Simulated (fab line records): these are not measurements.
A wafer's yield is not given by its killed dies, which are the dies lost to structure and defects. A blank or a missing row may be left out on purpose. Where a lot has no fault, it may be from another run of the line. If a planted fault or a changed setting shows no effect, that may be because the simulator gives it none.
Which tool did it? + flow n5-finfet + Sampling: 12 lots, 36 wafers, 4 of 1938 route steps

## WHAT THE GAUGES READ, wafer by wafer
N5_BEOL_M3_OCD_MEAS_38.
| lot  | measured     | on     | trench-depth-nm (nm) |
|------|--------------|--------|----------------------|
| L075 | day 7 09:58  | ocd-02 | 57.1 57.4 58.6       |
| L076 | day 7 23:43  | ocd-02 | 55.1 55.5 54.6       |
| L079 | day 9 05:17  | ocd-02 | 55.5 57.7 54.7       |
| L082 | day 9 18:22  | ocd-01 | 54.9 54.7 54.6       |
| L083 | day 10 00:25 | ocd-01 | 56.8 55.1 57.6       |
| L086 | day 10 07:44 | ocd-02 | 56.7 55.8 57.9       |
| L088 | day 10 22:25 | ocd-01 | 54.2 53.8 52.8       |
| L089 | day 11 21:43 | ocd-01 | 55.7 53.8 54.0       |
| L091 | day 12 02:30 | ocd-02 | 55.4 54.1 54.5       |
| L093 | day 12 05:36 | ocd-02 | 54.1 54.1 56.8       |
| L095 | day 13 09:03 | ocd-02 | 54.5 57.0 54.0       |
| L096 | day 13 08:59 | ocd-02 | 58.0 58.7 55.5       |

## WHAT TOOL EACH LOT RAN ON (gives the tool, then ch and the chambers of the sampled wafers, and finally the start)
| lot  | N5_BEOL_M2_SPUTTER_94        | N5_BEOL_M3_STRIP_66                | N5_BEOL_M3_VIA_ETCH_34             |
|------|------------------------------|------------------------------------|------------------------------------|
| L075 | pvd-sputter-03, day 7 01:45  | rie-diel-05 ch 1,2,3, day 7 05:09  | rie-diel-03 ch 0,1, day 7 09:42    |
| L076 | pvd-sputter-02, day 7 12:05  | rie-diel-02 ch 1,2,3, day 7 15:25  | rie-diel-05 ch 1,2,3, day 7 23:28  |
| L079 | pvd-sputter-01, day 8 21:28  | rie-diel-02 ch 0,1,2, day 9 00:52  | rie-diel-03 ch 0,2,3, day 9 05:02  |
| L082 | pvd-sputter-02, day 9 10:04  | rie-diel-05 ch 0,2, day 9 12:38    | rie-diel-05 ch 2,3, day 9 18:06    |
| L083 | pvd-sputter-02, day 9 15:05  | rie-diel-02 ch 0,1, day 9 18:22    | rie-diel-03 ch 0,1,2, day 10 00:10 |
| L086 | pvd-sputter-02, day 10 02:45 | rie-diel-03 ch 1,3, day 10 05:47   | rie-diel-03 ch 0,1,2, day 10 07:28 |
| L088 | pvd-sputter-01, day 10 15:26 | rie-diel-05 ch 0,1, day 10 19:23   | rie-diel-05 ch 0,3, day 10 22:10   |
| L089 | pvd-sputter-01, day 10 20:34 | rie-diel-02 ch 1,3, day 10 23:39   | rie-diel-02 ch 1,2, day 11 21:27   |
| L091 | pvd-sputter-01, day 11 05:02 | rie-diel-05 ch 0,1, day 11 09:22   | rie-diel-02 ch 1,2,3, day 12 02:14 |
| L093 | pvd-sputter-01, day 12 00:22 | rie-diel-02 ch 2,3, day 12 03:17   | rie-diel-05 ch 0,1, day 12 05:20   |
| L095 | pvd-sputter-01, day 12 21:24 | rie-diel-05 ch 1,2,3, day 13 00:47 | rie-diel-02 ch 0,2, day 13 08:41   |
| L096 | pvd-sputter-02, day 13 03:23 | rie-diel-03 ch 2,3, day 13 06:19   | rie-diel-03 ch 0,1,2, day 13 08:44 |
- N5_BEOL_M2_SPUTTER_94: material Cu, target thk 4.5 nm, time 8.29 s.
- N5_BEOL_M3_STRIP_66: strips in CF4.
- N5_BEOL_M3_VIA_ETCH_34: etches the open film in C4F6/O2, target depth 69.4 nm, time 65.9 s.

## THE ANSWER, worked out from the rows above alone
Rule: the lots themselves supply what counts as usual. Put in order of their means at a reading, lots are off if they are a third of the lots or fewer, leave a main group of 4 or more, and stand apart from it by a gap of 3 or more times the standard deviation of the main group's means; of several such gaps the widest counts. A main group is skipped when, at the precision printed for the reading in the tables above, its means are all equal. Also off: a lot with no number at a reading for which 4 or more lots have one. Any other lot the step has rows for is counted as sound.
Across all readings shown, no lot is off: no conclusion can be drawn from this.

## WHAT WAS PUT IN BY THE SIMULATOR
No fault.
